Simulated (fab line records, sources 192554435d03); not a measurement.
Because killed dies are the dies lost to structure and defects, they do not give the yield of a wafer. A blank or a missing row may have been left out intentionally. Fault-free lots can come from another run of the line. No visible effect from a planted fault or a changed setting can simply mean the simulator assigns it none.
What tool caused it? ; flow n5 finfet ; 11 lots with 33 wafers sampled at 3 steps, on a route of 1938 steps

WHAT THE GAUGES READ, wafer by wafer
N5_BEOL_M13_RS_MEAS_54: a four-point-probe measurement.
lot;measured;on;M13_RS (ohm/sq)
L701;day 13 12:01;film metro-02;0.0452 0.0443 0.0445
L706;day 15 06:07;film metro-02;0.0451 0.0434 0.0455
L707;day 15 10:41;film metro-01;0.0450 0.0446 0.0449
L705;day 16 00:14;film metro-01;0.0447 0.0455 0.0451
L708;day 16 00:32;film metro-01;0.0453 0.0448 0.0451
L711;day 17 09:54;film metro-02;0.0447 0.0448 0.0445
L712;day 17 10:30;film metro-02;0.0438 0.0458 0.0457
L717;day 18 10:11;film metro-02;0.0452 0.0457 0.0454
L720;day 18 16:32;film metro-01;0.0451 0.0448 0.0458
L718;day 18 21:35;film metro-02;0.0452 0.0445 0.0435
L723;day 19 05:31;film metro-01;0.0455 0.0436 0.0448

EACH LOT AND THE TOOL THAT RAN IT (in order: tool; ch and the chambers of the sampled wafers; start)
lot;N5_BEOL_M13_DEGAS_41;N5_BEOL_M13_DEP_53
L701;pvd sputter-01, day 13 10:47;pecvd-03 ch 1,2, day 13 11:57
L706;pvd sputter-01, day 15 04:53;pecvd-03 ch 1,2, day 15 06:03
L707;pvd sputter-02, day 15 09:26;pecvd-04 ch 0,1,2, day 15 10:37
L705;pvd sputter-03, day 15 22:47;pecvd-03 ch 0,1,2, day 16 00:11
L708;pvd sputter-02, day 15 22:50;pecvd-03 ch 0,2, day 16 00:28
L711;pvd sputter-02, day 17 08:17;pecvd-04 ch 0,1, day 17 09:50
L712;pvd sputter-03, day 17 08:48;pecvd-02 ch 0,2, day 17 10:25
L717;pvd sputter-03, day 18 08:55;pecvd-03 ch 1,2, day 18 10:06
L720;pvd sputter-02, day 18 15:17;pecvd-04 ch 1,2, day 18 16:28
L718;pvd sputter-02, day 18 20:21;pecvd-03 ch 0,2, day 18 21:32
L723;pvd sputter-02, day 19 04:16;pecvd-04 ch 0,1,2, day 19 05:27
- N5_BEOL_M13_DEGAS_41: time 60 s.
- N5_BEOL_M13_DEP_53: deposits SiCN from 3MS/NH3, target thk 50 nm, time 17.8 s.

AS READ BY THE TOOLS THEMSELVES (means over the sampled wafers that have a number; for cases with no such wafer, the mark the record gives instead)
N5_BEOL_M13_DEGAS_41.
lot;tool;heater power w (W);susceptor temp C (C)
L701;pvd sputter-01;330;249.95
L706;pvd sputter-01;316;250.04
L707;pvd sputter-02;330;249.91
L705;pvd sputter-03;333;249.98
L708;pvd sputter-02;342;250.01
L711;pvd sputter-02;328;249.99
L712;pvd sputter-03;309;249.91
L717;pvd sputter-03;326;249.97
L720;pvd sputter-02;322;250.07
L718;pvd sputter-02;332;250.04
L723;pvd sputter-02;329;250.11

N5_BEOL_M13_DEP_53.
lot;tool;showerhead plenum p Torr (Torr);throttle valve pct (%)
L701;pecvd-03;4.154;16.9
L706;pecvd-03;4.153;17.0
L707;pecvd-04;4.159;17.9
L705;pecvd-03;4.146;17.2
L708;pecvd-03;4.153;16.4
L711;pecvd-04;4.175;18.5
L712;pecvd-02;4.144;19.0
L717;pecvd-03;4.151;17.1
L720;pecvd-04;4.167;17.9
L718;pecvd-03;4.142;16.6
L723;pecvd-04;4.158;18.0

THE ANSWER, worked out from the rows above alone
Rule: usual is defined by the lots themselves. The widest of any qualifying gaps counts: lots, ordered by their means at a reading, are off when they make up no more than a third of the lots, leave a main group of 4 or more, and stand apart from it by 3 or more times the standard deviation of that group's means. A main group whose means are all the same, to the digits that the tables above print for the reading, isn't used. Also off: a lot with no number at a reading for which 4 or more lots have one. All remaining lots with rows at the step are treated as sound. The gauges are gone through in route order, then the tools' own readings, and for those a lot's mean is taken as printed above. The first step at which some lot is off is used, and at that step the reading that is off furthest; a lot without a number counts as furthest.
No lot is off on any of the readings shown, so nothing can be concluded from this.

WHAT THE SIMULATOR PUT IN
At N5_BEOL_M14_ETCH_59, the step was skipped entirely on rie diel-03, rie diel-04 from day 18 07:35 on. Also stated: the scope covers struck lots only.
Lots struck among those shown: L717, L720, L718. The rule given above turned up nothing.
